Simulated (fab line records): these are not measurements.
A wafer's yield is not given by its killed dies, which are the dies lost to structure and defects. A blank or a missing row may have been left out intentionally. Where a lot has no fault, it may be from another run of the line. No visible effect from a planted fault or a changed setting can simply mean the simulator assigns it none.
Which tool did it? / flow nandHarc / 24 lots, 72 wafers sampled, at 4 steps of a route of 1302

WHAT THE GAUGES SHOWED, per wafer
NHARC_A_CONTACT_INSPECT_23.
lot=L075; measured=day 22 13:06; on=defectInspect-02; rawDefectCount=563 428 659
lot=L074; measured=day 22 17:56; on=defectInspect-02; rawDefectCount=539 604 605
lot=L076; measured=day 23 04:52; on=defectInspect-02; rawDefectCount=467 634 395
lot=L077; measured=day 23 18:18; on=defectInspect-01; rawDefectCount=663 552 581
lot=L078; measured=day 23 20:41; on=defectInspect-02; rawDefectCount=587 574 649
lot=L079; measured=day 24 07:53; on=defectInspect-01; rawDefectCount=464 446 452
lot=L080; measured=day 24 19:05; on=defectInspect-02; rawDefectCount=316 513 417
lot=L081; measured=day 24 23:27; on=defectInspect-02; rawDefectCount=436 636 592
lot=L082; measured=day 26 00:37; on=defectInspect-02; rawDefectCount=1016 902 541
lot=L083; measured=day 26 09:41; on=defectInspect-02; rawDefectCount=757 554 489
lot=L084; measured=day 26 15:21; on=defectInspect-01; rawDefectCount=573 688 465
lot=L086; measured=day 26 22:50; on=defectInspect-01; rawDefectCount=732 599 574
lot=L085; measured=day 26 23:22; on=defectInspect-02; rawDefectCount=408 331 374
lot=L087; measured=day 28 05:16; on=defectInspect-02; rawDefectCount=517 485 513
lot=L088; measured=day 28 07:44; on=defectInspect-02; rawDefectCount=627 663 485
lot=L089; measured=day 29 19:41; on=defectInspect-02; rawDefectCount=376 470 382
lot=L090; measured=day 29 21:26; on=defectInspect-01; rawDefectCount=445 452 664
lot=L091; measured=day 30 09:28; on=defectInspect-02; rawDefectCount=577 677 643
lot=L092; measured=day 30 12:40; on=defectInspect-02; rawDefectCount=356 392 402
lot=L094; measured=day 30 15:28; on=defectInspect-02; rawDefectCount=477 468 600
lot=L093; measured=day 30 18:42; on=defectInspect-02; rawDefectCount=514 614 656
lot=L096; measured=day 31 10:53; on=defectInspect-02; rawDefectCount=593 652 593
lot=L097; measured=day 31 13:31; on=defectInspect-02; rawDefectCount=406 535 445
lot=L095; measured=day 31 20:17; on=defectInspect-02; rawDefectCount=514 388 586

NHARC_A_BLC_INSPECT_28.
lot=L075; measured=day 22 16:36; on=defectInspect-02; rawDefectCount=550 600 462
lot=L074; measured=day 22 21:28; on=defectInspect-01; rawDefectCount=491 483 542
lot=L076; measured=day 23 08:34; on=defectInspect-02; rawDefectCount=343 544 610
lot=L077; measured=day 23 21:56; on=defectInspect-02; rawDefectCount=468 485 582
lot=L078; measured=day 24 00:19; on=defectInspect-01; rawDefectCount=745 664 532
lot=L079; measured=day 24 11:35; on=defectInspect-02; rawDefectCount=556 491 549
lot=L080; measured=day 24 22:36; on=defectInspect-02; rawDefectCount=527 648 411
lot=L081; measured=day 25 02:58; on=defectInspect-02; rawDefectCount=524 479 506
lot=L082; measured=day 26 04:28; on=defectInspect-01; rawDefectCount=743 859 694
lot=L083; measured=day 26 13:11; on=defectInspect-01; rawDefectCount=605 732 548
lot=L084; measured=day 26 18:54; on=defectInspect-01; rawDefectCount=380 458 360
lot=L086; measured=day 27 02:29; on=defectInspect-02; rawDefectCount=324 347 380
lot=L085; measured=day 27 03:01; on=defectInspect-01; rawDefectCount=570 564 708
lot=L087; measured=day 28 08:51; on=defectInspect-02; rawDefectCount=940 606 682
lot=L088; measured=day 28 11:25; on=defectInspect-02; rawDefectCount=450 461 376
lot=L089; measured=day 29 23:19; on=defectInspect-01; rawDefectCount=518 801 631
lot=L090; measured=day 30 00:58; on=defectInspect-01; rawDefectCount=356 434 448
lot=L091; measured=day 30 13:07; on=defectInspect-02; rawDefectCount=350 445 301
lot=L092; measured=day 30 16:18; on=defectInspect-02; rawDefectCount=482 460 542
lot=L094; measured=day 30 19:07; on=defectInspect-02; rawDefectCount=613 452 545
lot=L093; measured=day 30 22:24; on=defectInspect-02; rawDefectCount=445 545 462
lot=L096; measured=day 31 14:32; on=defectInspect-02; rawDefectCount=480 526 498
lot=L097; measured=day 31 17:15; on=defectInspect-02; rawDefectCount=340 676 570
lot=L095; measured=day 31 23:58; on=defectInspect-02; rawDefectCount=446 975 723

NHARC_A_M1_OVL_MEAS_10: pitch 240 nm.
lot=L075; measured=day 22 21:27; on=overlay-02; overlayXNm (nm)=0.0 0.4 0.8; overlayYNm (nm)=-1.1 -0.5 -1.6
lot=L074; measured=day 23 02:27; on=overlay-02; overlayXNm (nm)=0.2 0.6 0.4; overlayYNm (nm)=0.3 0.0 -0.1
lot=L076; measured=day 23 13:33; on=overlay-02; overlayXNm (nm)=0.4 0.6 0.7; overlayYNm (nm)=0.3 0.3 -0.1
lot=L077; measured=day 24 02:56; on=overlay-02; overlayXNm (nm)=-0.2 -0.3 -0.2; overlayYNm (nm)=-0.6 -0.6 -1.0
lot=L078; measured=day 24 05:22; on=overlay-01; overlayXNm (nm)=-0.3 -0.8 -0.2; overlayYNm (nm)=1.0 0.7 0.3
lot=L079; measured=day 24 16:38; on=overlay-02; overlayXNm (nm)=0.9 0.9 1.2; overlayYNm (nm)=-0.4 0.3 0.1
lot=L080; measured=day 25 03:38; on=overlay-01; overlayXNm (nm)=0.2 -0.3 -0.2; overlayYNm (nm)=0.0 0.2 -0.5
lot=L081; measured=day 25 07:55; on=overlay-01; overlayXNm (nm)=-0.2 -0.6 -0.5; overlayYNm (nm)=-1.3 -1.2 -1.6
lot=L082; measured=day 26 09:30; on=overlay-02; overlayXNm (nm)=1.0 0.6 0.8; overlayYNm (nm)=0.2 0.6 0.5
lot=L083; measured=day 26 18:13; on=overlay-02; overlayXNm (nm)=-0.5 -0.5 -0.2; overlayYNm (nm)=-0.3 -0.4 -0.6
lot=L084; measured=day 26 23:59; on=overlay-02; overlayXNm (nm)=-1.0 -0.4 -0.5; overlayYNm (nm)=0.7 1.0 0.7
lot=L086; measured=day 27 07:31; on=overlay-02; overlayXNm (nm)=-1.2 -0.5 -1.2; overlayYNm (nm)=1.0 0.6 0.6
lot=L085; measured=day 27 08:05; on=overlay-01; overlayXNm (nm)=0.2 -0.2 0.0; overlayYNm (nm)=0.5 0.3 0.5
lot=L087; measured=day 28 13:46; on=overlay-01; overlayXNm (nm)=-0.3 -0.7 -0.6; overlayYNm (nm)=0.1 -0.3 0.4
lot=L088; measured=day 28 16:22; on=overlay-01; overlayXNm (nm)=-1.2 -1.2 -1.0; overlayYNm (nm)=0.3 0.3 0.3
lot=L089; measured=day 30 04:20; on=overlay-02; overlayXNm (nm)=-0.5 -0.4 -0.7; overlayYNm (nm)=-0.5 -0.9 -0.8
lot=L090; measured=day 30 05:44; on=overlay-02; overlayXNm (nm)=-0.2 0.7 0.5; overlayYNm (nm)=0.0 0.1 0.6
lot=L091; measured=day 30 17:53; on=overlay-02; overlayXNm (nm)=1.0 0.5 0.5; overlayYNm (nm)=0.3 0.4 0.5
lot=L092; measured=day 30 21:10; on=overlay-02; overlayXNm (nm)=1.1 1.0 1.3; overlayYNm (nm)=1.1 1.0 0.8
lot=L094; measured=day 30 23:56; on=overlay-01; overlayXNm (nm)=0.9 1.0 0.8; overlayYNm (nm)=-0.1 0.1 0.7
lot=L093; measured=day 31 03:27; on=overlay-01; overlayXNm (nm)=-0.2 0.0 -0.9; overlayYNm (nm)=1.2 0.9 1.2
lot=L096; measured=day 31 19:28; on=overlay-01; overlayXNm (nm)=-0.4 0.1 0.3; overlayYNm (nm)=-1.3 -0.6 -0.8
lot=L097; measured=day 31 22:22; on=overlay-01; overlayXNm (nm)=1.0 1.5 1.3; overlayYNm (nm)=-0.5 0.3 -0.6
lot=L095; measured=day 32 20:23; on=overlay-02; overlayXNm (nm)=-0.6 -1.1 -0.9; overlayYNm (nm)=-0.5 -1.5 -0.3

TOOL THAT RAN EACH LOT (tool first, then ch and the chambers of the sampled wafers, then the start)
lot=L075; NHARC_A_CONTACT_ETCH_31=rieDiel-02 ch 0,2,3, day 22 13:06 or earlier
lot=L074; NHARC_A_CONTACT_ETCH_31=rieDiel-03 ch 2,3, day 22 17:56 or earlier
lot=L076; NHARC_A_CONTACT_ETCH_31=rieDiel-02 ch 1,3, day 23 04:52 or earlier
lot=L077; NHARC_A_CONTACT_ETCH_31=rieDiel-02 ch 1,2,3, day 23 18:18 or earlier
lot=L078; NHARC_A_CONTACT_ETCH_31=rieDiel-02 ch 0,3, day 23 20:41 or earlier
lot=L079; NHARC_A_CONTACT_ETCH_31=rieDiel-03 ch 0,2,3, day 24 07:53 or earlier
lot=L080; NHARC_A_CONTACT_ETCH_31=rieDiel-13 ch 0,3, day 24 19:05 or earlier
lot=L081; NHARC_A_CONTACT_ETCH_31=rieDiel-13 ch 1,2, day 24 23:27 or earlier
lot=L082; NHARC_A_CONTACT_ETCH_31=rieDiel-02 ch 0,3, day 26 00:37 or earlier
lot=L083; NHARC_A_CONTACT_ETCH_31=rieDiel-02 ch 0,2,3, day 26 09:41 or earlier
lot=L084; NHARC_A_CONTACT_ETCH_31=rieDiel-13 ch 2,3, day 26 15:21 or earlier
lot=L086; NHARC_A_CONTACT_ETCH_31=rieDiel-02 ch 0,1,2, day 26 22:50 or earlier
lot=L085; NHARC_A_CONTACT_ETCH_31=rieDiel-13 ch 2,3, day 26 23:22 or earlier
lot=L087; NHARC_A_CONTACT_ETCH_31=rieDiel-03 ch 1,3, day 28 05:16 or earlier
lot=L088; NHARC_A_CONTACT_ETCH_31=rieDiel-02 ch 1,2,3, day 28 07:44 or earlier
lot=L089; NHARC_A_CONTACT_ETCH_31=rieDiel-02 ch 0,2,3, day 29 19:41 or earlier
lot=L090; NHARC_A_CONTACT_ETCH_31=rieDiel-13 ch 0,1,2, day 29 21:26 or earlier
lot=L091; NHARC_A_CONTACT_ETCH_31=rieDiel-03 ch 1,2,3, day 30 09:28 or earlier
lot=L092; NHARC_A_CONTACT_ETCH_31=rieDiel-02 ch 0,2, day 30 12:40 or earlier
lot=L094; NHARC_A_CONTACT_ETCH_31=rieDiel-03 ch 0,1,2, day 30 15:28 or earlier
lot=L093; NHARC_A_CONTACT_ETCH_31=rieDiel-03 ch 1,2, day 30 18:42 or earlier
lot=L096; NHARC_A_CONTACT_ETCH_31=rieDiel-13 ch 0,2, day 31 10:53 or earlier
lot=L097; NHARC_A_CONTACT_ETCH_31=rieDiel-03 ch 0,2,3, day 31 13:31 or earlier
lot=L095; NHARC_A_CONTACT_ETCH_31=rieDiel-02 ch 0,1,3, day 31 20:17 or earlier
- NHARC_A_CONTACT_ETCH_31: etches the open film in O2/COS, target depth 2800 nm, time 728 s.

WHAT THE TOOLS THEMSELVES READ (means of the sampled wafers that have a number; where no wafer has one, the mark that the record gives instead)
NHARC_A_CONTACT_ETCH_31.
lot=L075; tool=rieDiel-02; drypumpMotorCurrentA (A)=5.7; oesProductAu (a.u.)=1.011; rfVppV (V)=314.8; showerheadPlenumPTorr (Torr)=3.15; throttleValvePct (%)=28.332
lot=L074; tool=rieDiel-03; drypumpMotorCurrentA (A)=6.0; oesProductAu (a.u.)=0.985; rfVppV (V)=313.1; showerheadPlenumPTorr (Torr)=3.07; throttleValvePct (%)=28.330
lot=L076; tool=rieDiel-02; drypumpMotorCurrentA (A)=5.4; oesProductAu (a.u.)=1.008; rfVppV (V)=315.3; showerheadPlenumPTorr (Torr)=3.21; throttleValvePct (%)=28.332
lot=L077; tool=rieDiel-02; drypumpMotorCurrentA (A)=5.5; oesProductAu (a.u.)=0.996; rfVppV (V)=313.2; showerheadPlenumPTorr (Torr)=3.12; throttleValvePct (%)=28.337
lot=L078; tool=rieDiel-02; drypumpMotorCurrentA (A)=5.5; oesProductAu (a.u.)=0.998; rfVppV (V)=316.0; showerheadPlenumPTorr (Torr)=3.23; throttleValvePct (%)=28.328
lot=L079; tool=rieDiel-03; drypumpMotorCurrentA (A)=6.0; oesProductAu (a.u.)=1.002; rfVppV (V)=313.7; showerheadPlenumPTorr (Torr)=3.08; throttleValvePct (%)=28.327
lot=L080; tool=rieDiel-13; drypumpMotorCurrentA (A)=5.9; oesProductAu (a.u.)=0.997; rfVppV (V)=316.2; showerheadPlenumPTorr (Torr)=3.30; throttleValvePct (%)=28.321
lot=L081; tool=rieDiel-13; drypumpMotorCurrentA (A)=6.4; oesProductAu (a.u.)=0.997; rfVppV (V)=315.8; showerheadPlenumPTorr (Torr)=3.25; throttleValvePct (%)=28.336
lot=L082; tool=rieDiel-02; drypumpMotorCurrentA (A)=5.5; oesProductAu (a.u.)=0.992; rfVppV (V)=314.9; showerheadPlenumPTorr (Torr)=3.23; throttleValvePct (%)=28.333
lot=L083; tool=rieDiel-02; drypumpMotorCurrentA (A)=5.6; oesProductAu (a.u.)=0.981; rfVppV (V)=315.3; showerheadPlenumPTorr (Torr)=3.15; throttleValvePct (%)=28.340
lot=L084; tool=rieDiel-13; drypumpMotorCurrentA (A)=6.2; oesProductAu (a.u.)=0.995; rfVppV (V)=313.4; showerheadPlenumPTorr (Torr)=3.17; throttleValvePct (%)=28.336
lot=L086; tool=rieDiel-02; drypumpMotorCurrentA (A)=5.5; oesProductAu (a.u.)=0.991; rfVppV (V)=313.7; showerheadPlenumPTorr (Torr)=3.09; throttleValvePct (%)=28.329
lot=L085; tool=rieDiel-13; drypumpMotorCurrentA (A)=5.9; oesProductAu (a.u.)=0.996; rfVppV (V)=315.9; showerheadPlenumPTorr (Torr)=3.26; throttleValvePct (%)=28.318
lot=L087; tool=rieDiel-03; drypumpMotorCurrentA (A)=6.0; oesProductAu (a.u.)=0.993; rfVppV (V)=316.0; showerheadPlenumPTorr (Torr)=3.28; throttleValvePct (%)=28.328
lot=L088; tool=rieDiel-02; drypumpMotorCurrentA (A)=5.5; oesProductAu (a.u.)=0.998; rfVppV (V)=314.0; showerheadPlenumPTorr (Torr)=3.11; throttleValvePct (%)=28.342
lot=L089; tool=rieDiel-02; drypumpMotorCurrentA (A)=5.7; oesProductAu (a.u.)=0.983; rfVppV (V)=314.5; showerheadPlenumPTorr (Torr)=3.14; throttleValvePct (%)=28.321
lot=L090; tool=rieDiel-13; drypumpMotorCurrentA (A)=6.4; oesProductAu (a.u.)=1.005; rfVppV (V)=315.2; showerheadPlenumPTorr (Torr)=3.18; throttleValvePct (%)=28.340
lot=L091; tool=rieDiel-03; drypumpMotorCurrentA (A)=6.0; oesProductAu (a.u.)=0.996; rfVppV (V)=314.4; showerheadPlenumPTorr (Torr)=3.17; throttleValvePct (%)=28.336
lot=L092; tool=rieDiel-02; drypumpMotorCurrentA (A)=5.7; oesProductAu (a.u.)=0.982; rfVppV (V)=314.5; showerheadPlenumPTorr (Torr)=3.13; throttleValvePct (%)=28.330
lot=L094; tool=rieDiel-03; drypumpMotorCurrentA (A)=6.1; oesProductAu (a.u.)=0.993; rfVppV (V)=314.0; showerheadPlenumPTorr (Torr)=3.09; throttleValvePct (%)=28.334
lot=L093; tool=rieDiel-03; drypumpMotorCurrentA (A)=6.1; oesProductAu (a.u.)=0.984; rfVppV (V)=313.8; showerheadPlenumPTorr (Torr)=3.06; throttleValvePct (%)=28.330
lot=L096; tool=rieDiel-13; drypumpMotorCurrentA (A)=6.4; oesProductAu (a.u.)=1.009; rfVppV (V)=313.8; showerheadPlenumPTorr (Torr)=3.12; throttleValvePct (%)=28.334
lot=L097; tool=rieDiel-03; drypumpMotorCurrentA (A)=6.0; oesProductAu (a.u.)=1.007; rfVppV (V)=313.7; showerheadPlenumPTorr (Torr)=3.05; throttleValvePct (%)=28.336
lot=L095; tool=rieDiel-02; drypumpMotorCurrentA (A)=5.4; oesProductAu (a.u.)=1.000; rfVppV (V)=315.5; showerheadPlenumPTorr (Torr)=3.18; throttleValvePct (%)=28.336

THE ANSWER, worked out from the rows above alone
Rule: what is usual is taken from the lots themselves. Put in order of their means at a reading, lots are off if they are a third of the lots or fewer, leave a main group of 4 or more, and stand apart from it by a gap of 3 or more times the standard deviation of the main group's means; of several such gaps the widest counts. The tables above print the reading to a certain number of digits; a main group whose means all agree to those digits is not used. A lot without any number at a reading at which 4 lots or more have one is off too. All remaining lots with rows at the step are treated as sound. Order of review: gauges by route order, followed by the tools' own readings, for which a lot's mean as printed above is used. At the first step where some lot is off, the reading lying furthest off is the one used; lots without a number count as furthest.
No lot is off at any reading shown: from this, nothing can be told.

WHAT WAS PUT IN BY THE SIMULATOR
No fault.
